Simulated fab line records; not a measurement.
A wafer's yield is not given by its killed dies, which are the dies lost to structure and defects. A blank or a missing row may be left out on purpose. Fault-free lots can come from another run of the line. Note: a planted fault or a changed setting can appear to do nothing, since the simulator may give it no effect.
Matching of chambers    flow nandHarc    4 sister chambers for NHARC_A_WL_FILL_ALD_00 on aldHk-03
The step deposits Al2O3, target thk 3 nm, pulse time 3 s, ald cycles 30. 4 wafers are shown with their chamber, then 7 later ones without.

## EACH WAFER AND ITS CHAMBER
wafer   chamber  heaterPowerW (W)
L128.4  2        424
L128.5  3        495
L130.2  0        443
L130.3  1        451

## WAFERS WITH NO CHAMBER GIVEN
wafer   heaterPowerW (W)
L130.4  430
L135.1  436
L135.3  441
L135.5  445
L137.1  428
L137.4  509
L137.5  479

## WHICH CHAMBER EACH WENT THROUGH
wafer   from the rows above           in truth
L130.4  can't be placed: 2 or 0 or 1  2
L135.1  can't be placed: 0 or 2 or 1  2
L135.3  can't be placed: 0 or 1 or 2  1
L135.5  can't be placed: 0 or 1       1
L137.1  can't be placed: 2 or 0       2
L137.4  3                             3
L137.5  can't be placed: 3 or 1       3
Correct placement for 1 of the 7. Can't be placed from these rows: 6 (the true chamber is among the candidates in 6). Number placed wrongly: 0.
How it was worked out, from the rows above alone: a wafer's distance from a chamber is the root of the sum, over the readings, of the square of ((its reading less the chamber's mean) divided by the reading's scatter). The wafer belongs to the nearest chamber; if the next one is less than 2 further off, it can't be placed. A chamber's mean is the mean of its shown wafers. The scatter (one wafer shown for each chamber): square how far every hidden wafer sits from the nearest shown wafer, average those squares and take the square root.
